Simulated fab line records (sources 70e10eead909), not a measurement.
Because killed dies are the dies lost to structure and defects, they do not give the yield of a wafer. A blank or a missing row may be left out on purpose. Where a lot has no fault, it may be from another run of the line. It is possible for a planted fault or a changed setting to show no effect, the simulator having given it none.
Which of the tools did it? / flow nandHarc / 36 wafers from 12 lots sampled at 4 of the route's 1159 steps

== WHAT THE GAUGES SHOWED, per wafer ==
NHARC_A_BLC_INSPECT_28.
lot=L077; measured=day 17 17:47; on=defectInspect-01; rawDefectCount=386 307 391
lot=L074; measured=day 17 20:19; on=defectInspect-02; rawDefectCount=715 541 416
lot=L075; measured=day 18 15:32; on=defectInspect-01; rawDefectCount=499 481 498
lot=L081; measured=day 19 16:26; on=defectInspect-02; rawDefectCount=334 440 400
lot=L082; measured=day 19 23:11; on=defectInspect-01; rawDefectCount=630 731 400
lot=L085; measured=day 20 19:19; on=defectInspect-01; rawDefectCount=363 538 613
lot=L086; measured=day 21 06:48; on=defectInspect-01; rawDefectCount=417 403 545
lot=L090; measured=day 21 14:22; on=defectInspect-02; rawDefectCount=323 735 474
lot=L089; measured=day 21 19:21; on=defectInspect-02; rawDefectCount=429 404 358
lot=L093; measured=day 22 01:08; on=defectInspect-02; rawDefectCount=443 551 366
lot=L095; measured=day 23 01:20; on=defectInspect-02; rawDefectCount=821 647 355
lot=L097; measured=day 23 05:37; on=defectInspect-02; rawDefectCount=224 260 263

== WHAT TOOL EACH LOT RAN ON (gives the tool, then ch and the chambers of the sampled wafers, and finally the start) ==
lot=L077; NHARC_A_CONTACT_CVD_19=cvdW-01 ch 0,1, day 17 16:40 or earlier; NHARC_A_BLC_PVD_32=pvdSputter-01, day 17 16:40 or earlier; NHARC_A_BLC_ALD_23=aldMetal-03 ch 0,1,2, day 17 16:40
lot=L074; NHARC_A_CONTACT_CVD_19=cvdW-01 ch 0,1, day 17 19:00 or earlier; NHARC_A_BLC_PVD_32=pvdSputter-03, day 17 19:00 or earlier; NHARC_A_BLC_ALD_23=aldMetal-04 ch 0,3, day 17 19:00
lot=L075; NHARC_A_CONTACT_CVD_19=cvdW-02 ch 0,1, day 18 14:26 or earlier; NHARC_A_BLC_PVD_32=pvdSputter-01, day 18 14:26 or earlier; NHARC_A_BLC_ALD_23=aldMetal-03 ch 0,2,3, day 18 14:26
lot=L081; NHARC_A_CONTACT_CVD_19=cvdW-02 ch 0,1, day 19 13:19 or earlier; NHARC_A_BLC_PVD_32=pvdSputter-01, day 19 13:19 or earlier; NHARC_A_BLC_ALD_23=aldMetal-04 ch 0,1,3, day 19 13:19
lot=L082; NHARC_A_CONTACT_CVD_19=cvdW-02 ch 0,1, day 19 17:35 or earlier; NHARC_A_BLC_PVD_32=pvdSputter-03, day 19 17:35 or earlier; NHARC_A_BLC_ALD_23=aldMetal-04 ch 0,2,3, day 19 17:35
lot=L085; NHARC_A_CONTACT_CVD_19=cvdW-01 ch 0,1, day 20 18:13 or earlier; NHARC_A_BLC_PVD_32=pvdSputter-01, day 20 18:13 or earlier; NHARC_A_BLC_ALD_23=aldMetal-04 ch 0,1,2, day 20 18:13
lot=L086; NHARC_A_CONTACT_CVD_19=cvdW-02 ch 0,1, day 21 03:19 or earlier; NHARC_A_BLC_PVD_32=pvdSputter-01, day 21 03:19 or earlier; NHARC_A_BLC_ALD_23=aldMetal-04 ch 1,2,3, day 21 03:19
lot=L090; NHARC_A_CONTACT_CVD_19=cvdW-02 ch 0,1, day 21 10:07 or earlier; NHARC_A_BLC_PVD_32=pvdSputter-01, day 21 10:07 or earlier; NHARC_A_BLC_ALD_23=aldMetal-03 ch 0,2, day 21 10:07
lot=L089; NHARC_A_CONTACT_CVD_19=cvdW-02 ch 0,1, day 21 15:56 or earlier; NHARC_A_BLC_PVD_32=pvdSputter-03, day 21 15:56 or earlier; NHARC_A_BLC_ALD_23=aldMetal-03 ch 0,3, day 21 15:56
lot=L093; NHARC_A_CONTACT_CVD_19=cvdW-02 ch 0,1, day 21 22:17 or earlier; NHARC_A_BLC_PVD_32=pvdSputter-03, day 21 22:17 or earlier; NHARC_A_BLC_ALD_23=aldMetal-01 ch 0,3, day 21 22:17
lot=L095; NHARC_A_CONTACT_CVD_19=cvdW-02 ch 0, day 22 20:07 or earlier; NHARC_A_BLC_PVD_32=pvdSputter-02, day 22 20:07 or earlier; NHARC_A_BLC_ALD_23=aldMetal-03 ch 2,3, day 22 20:07
lot=L097; NHARC_A_CONTACT_CVD_19=cvdW-02 ch 1, day 22 22:16 or earlier; NHARC_A_BLC_PVD_32=pvdSputter-01, day 22 22:16 or earlier; NHARC_A_BLC_ALD_23=aldMetal-01 ch 0,1,3, day 22 22:16
- NHARC_A_CONTACT_CVD_19: deposits W, target thk 300 nm, time 802 s.
- NHARC_A_BLC_PVD_32: deposits Ti, target thk 5 nm, time 17.7 s.
- NHARC_A_BLC_ALD_23: deposits TiN, target thk 3 nm, pulse time 1 s, ald cycles 150.

== THE ANSWER, worked out from the rows above alone ==
Rule: the usual values come from the lots themselves. Put in order of their means at a reading, lots are off if they are a third of the lots or fewer, leave a main group of 4 or more, and stand apart from it by a gap of 3 or more times the standard deviation of the main group's means; of several such gaps the widest counts. A main group whose means are all the same, to the digits that the tables above print for the reading, isn't used. A lot without any number at a reading at which 4 lots or more have one is off too. All remaining lots with rows at the step are treated as sound.
Across all readings shown, no lot is off: no conclusion can be drawn from this.

== WHAT HAD BEEN PUT IN BY THE SIMULATOR ==
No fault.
